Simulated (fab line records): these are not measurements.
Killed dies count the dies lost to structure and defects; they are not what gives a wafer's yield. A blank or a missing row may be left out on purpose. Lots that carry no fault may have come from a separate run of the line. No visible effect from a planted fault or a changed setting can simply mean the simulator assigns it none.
Comparing a struck lot with a sound one || flow n5 finfet || 14 out of 1938 route steps
Sound: these wafers, L333.3, L333.5, L333.6. Wafers L335.1, L335.3, L335.5 were the ones struck. Last of all comes the cause.
At each step with rows: each side's tool, then ch and its chambers, then its first start. Under that, the readings that differ: sound wafers || struck wafers || difference of the means || sigmas: that difference in standard deviations of wafers without a fault.
alike: readings with means less than 2 such deviations apart, plus words and numbers identical on both sides. not compared: withheld readings, readings lacking a value on some wafer, bounds such as >300 that could conceal the same value, and numbers that have no deviation in the record and whose values overlap.
Wherever a step has rows on one side only, a row that says differs or no value, or a row with sigmas, the two part there. Numbers that have no deviation but don't overlap get no sigmas and don't part them. Lack of a reading on every wafer of one side parts them only where that side has two or more wafers.

N5_MOL_CONTACT_COAG_ALD_27: deposits SiOC, target thk 17 nm, pulse time 1.5 s, time 2720 s.
  sound on ald sin-03 ch 0,1, day 5 11:46; struck on ald sin-01 ch 2,3, day 6 04:59
  alike: heater power w, precursor pulse height rel
N5_MOL_CONTACT_COAG_CMP_28: polishes, stops on SiNx, t overpolish 0.85 s, target thk 14.522 nm.
  sound on cmp-02 ch 0,1,3, day 5 13:26; struck on cmp-03 ch 1,2,3, day 6 06:35
  alike: head pressure psi, motor current A, platen rpm, time to endpoint s
N5_MOL_CONTACT_COAG_THK_MEAS_29:
  sound: film metro-01 at day 5 13:38; struck: film metro-02 at day 6 06:50
  alike: MD_CAP_THK
N5_MOL_CONTACT_COAG_ALD_123: deposits SiNx, target thk 5 nm, pulse time 1 s, purge time 2 s.
  sound on ald sin-04 ch 0,3, day 5 13:52; struck on ald sin-01 ch 0,2,3, day 6 06:53
  alike: heater power w, precursor pulse height rel
then, 8 steps without rows for these wafers: N5_MOL_CONTACT_COAG_PECVD_31 (deposits SiO2 from TEOS/O2, target thk 46 nm, time 8.9 s); N5_MOL_CONTACT_COAG_COAT_75 (time 60 s, resist thk 60 nm); N5_MOL_CONTACT_COAG_COAT_76 (time 60 s, resist thk 10 nm); N5_MOL_CONTACT_COAG_COAT_77 (time 60 s, resist thk 10 nm); N5_MOL_CONTACT_COAG_COAT_78 (resist thk 40 nm); N5_MOL_CONTACT_COAG_EBR_80; N5_MOL_CONTACT_COAG_SOFTBAKE_79 (time 60 s); N5_MOL_CONTACT_COAG_EXPOSE_81 (exposes mask VG, defocus 0 nm).
N5_MOL_CONTACT_COAG_PEB_82: peb time 60 s.
  struck on litho track-03, day 6 07:47; sound on litho track-05 ch 0, day 5 14:38
  no value came back on the struck wafers for chill plate temp C (C), exhaust pa (Pa), peb time s (s); on the sound wafers chill plate temp C (C) reads 22.96 22.83 23.06
then, 1 step without rows for these wafers: N5_MOL_CONTACT_COAG_DEVELOP_83 (develop time 30 s).

== WHERE THEY PART ==
Within this record, at N5_MOL_CONTACT_COAG_PEB_82 only.

WHY: whatever the simulator had introduced
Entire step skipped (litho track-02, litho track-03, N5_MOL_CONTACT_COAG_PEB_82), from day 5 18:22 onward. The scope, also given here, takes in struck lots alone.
